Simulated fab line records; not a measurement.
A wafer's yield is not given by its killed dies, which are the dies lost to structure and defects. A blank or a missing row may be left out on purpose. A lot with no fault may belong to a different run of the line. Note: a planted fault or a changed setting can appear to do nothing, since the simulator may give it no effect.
Matching of chambers | flow n5-finfet | 4 sister chambers for N5_FIN_SAQP_ETCH_64 on rie-si-03
The step etches SiO2 in CF4, target depth 1.5 nm. 8 wafers are shown with their chamber, then 9 later ones without.

== WAFERS PAIRED WITH THEIR CHAMBERS ==
wafer  | chamber | throttle-valve-pct (%) | oes-product-au (a.u.)
L076.5 | 3       | 22.0                   | 0.975
L090.1 | 3       | 22.1                   | 0.988
L090.2 | 0       | 21.4                   | 1.030
L092.3 | 2       | 22.0                   | 1.006
L092.5 | 1       | 21.1                   | 0.966
L093.1 | 2       | 22.0                   | 1.000
L093.3 | 0       | 21.4                   | 1.027
L093.5 | 1       | 21.1                   | 0.963

== WAFERS WHOSE CHAMBER IS MISSING ==
wafer  | throttle-valve-pct (%) | oes-product-au (a.u.)
L094.1 | 21.1                   | 0.958
L094.2 | 21.4                   | 1.039
L094.3 | 22.0                   | 0.990
L094.4 | 22.1                   | 1.008
L094.5 | 21.1                   | 0.960
L094.6 | 21.4                   | 1.051
L095.1 | 21.4                   | 1.023
L095.5 | 22.1                   | 1.002
L095.6 | 21.4                   | 1.039

== WHICH CHAMBER EACH WENT THROUGH ==
wafer  | from the rows above     | in truth
L094.1 | 1                       | 1
L094.2 | 0                       | 0
L094.3 | can't be placed: 3 or 2 | 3
L094.4 | 2                       | 2
L094.5 | 1                       | 1
L094.6 | 0                       | 0
L095.1 | 0                       | 0
L095.5 | can't be placed: 2 or 3 | 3
L095.6 | 0                       | 0
Placed correctly: 7 of 9. Can't be placed from these rows: 2 (the true chamber is among the candidates in 2). Number placed wrongly: 0.
How it was worked out, from the rows above alone: a wafer's distance from a chamber is the root of the sum, over the readings, of the square of ((its reading less the chamber's mean) divided by the reading's scatter). The wafer belongs to the nearest chamber; if the next one is less than 2 further off, it can't be placed. For every chamber, the mean is computed from those of its wafers that are shown. The scatter is the square root of a quotient: the sum, over the shown wafers, of each reading's squared deviation from its chamber's mean, divided by wafers minus chambers.
